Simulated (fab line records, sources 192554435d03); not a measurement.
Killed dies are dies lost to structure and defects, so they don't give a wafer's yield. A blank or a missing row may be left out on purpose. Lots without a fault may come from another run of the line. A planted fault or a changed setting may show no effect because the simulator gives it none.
Chamber matching | flow n5_finfet | N5_BEOL_M7_ETCH_61 on rie_diel-03: 4 sister chambers
The step etches SiARC in CF4, target depth 45.5 nm, time 75.8 s. 7 wafers are shown with their chamber, then 7 later ones without.

WAFERS WITH THEIR CHAMBER
wafer  | chamber | drypump_motor_current_A (A) | throttle_valve_pct (%)
L079.2 | 1       | 5.9                         | 15.76
L082.5 | 2       | 6.0                         | 15.73
L089.3 | 0       | 5.3                         | 15.39
L089.4 | 2       | 6.0                         | 15.76
L089.5 | 1       | 5.9                         | 15.77
L090.3 | 0       | 5.2                         | 15.41
L090.4 | 3       | 5.7                         | 15.45

WAFERS WITHOUT THEIR CHAMBER
wafer  | drypump_motor_current_A (A) | throttle_valve_pct (%)
L090.5 | 5.2                         | 15.41
L091.1 | 5.3                         | 15.40
L091.2 | 5.7                         | 15.45
L091.4 | 5.9                         | 15.81
L094.1 | 5.2                         | 15.40
L094.2 | 5.9                         | 15.82
L094.3 | 6.0                         | 15.77

WHICH CHAMBER EACH WENT THROUGH
wafer  | from the rows above     | in truth
L090.5 | 0                       | 0
L091.1 | 0                       | 0
L091.2 | 3                       | 3
L091.4 | can't be placed: 1 or 2 | 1
L094.1 | 0                       | 0
L094.2 | can't be placed: 1 or 2 | 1
L094.3 | can't be placed: 2 or 1 | 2
Placed correctly: 4 of 7. Can't be placed from these rows: 3 (the true chamber is among the candidates in 3). Placed wrongly: 0.
How it was worked out, from the rows above alone: a wafer's distance from a chamber is the root of the sum, over the readings, of the square of ((its reading less the chamber's mean) divided by the reading's scatter). The wafer belongs to the nearest chamber; if the next one is less than 2 further off, it can't be placed. A chamber's mean is the mean of its shown wafers. The scatter: the root of (the sum of the squares of (reading less its chamber's mean) over the shown wafers, divided by (wafers less chambers)).
